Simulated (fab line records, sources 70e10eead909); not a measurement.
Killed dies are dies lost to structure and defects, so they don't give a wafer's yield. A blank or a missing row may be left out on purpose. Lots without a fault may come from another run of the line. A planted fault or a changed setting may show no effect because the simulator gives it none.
Chamber matching | flow nand_harc | NHARC_P_ZERO_WELL_ETCH_63 on rie_si-04: 3 sister chambers
The step etches the open film in HBr/Cl2, target depth 120 nm, time 40.1 s. 3 wafers are shown with their chamber, then 7 later ones without.

WAFERS WITH THEIR CHAMBER
wafer  | chamber | drypump_motor_current_A (A)
L083.3 | 2       | 5.6
L088.1 | 3       | 5.2
L088.4 | 1       | 4.8

WAFERS WITHOUT THEIR CHAMBER
wafer  | drypump_motor_current_A (A)
L088.5 | 4.8
L094.1 | 5.7
L094.5 | 5.3
L094.6 | 5.7
L097.1 | 4.8
L097.2 | 5.2
L097.4 | 5.7

WHICH CHAMBER EACH WENT THROUGH
wafer  | from the rows above | in truth
L088.5 | 1                   | 1
L094.1 | 2                   | 2
L094.5 | 3                   | 3
L094.6 | 2                   | 2
L097.1 | 1                   | 1
L097.2 | 3                   | 3
L097.4 | 2                   | 2
Placed correctly: 7 of 7. Can't be placed from these rows: 0. Placed wrongly: 0.
How it was worked out, from the rows above alone: a wafer's distance from a chamber is the root of the sum, over the readings, of the square of ((its reading less the chamber's mean) divided by the reading's scatter). The wafer belongs to the nearest chamber; if the next one is less than 2 further off, it can't be placed. A chamber's mean is the mean of its shown wafers. The scatter: with one shown wafer a chamber, the root of the mean of the squares of how far each hidden wafer lies from its nearest shown one.
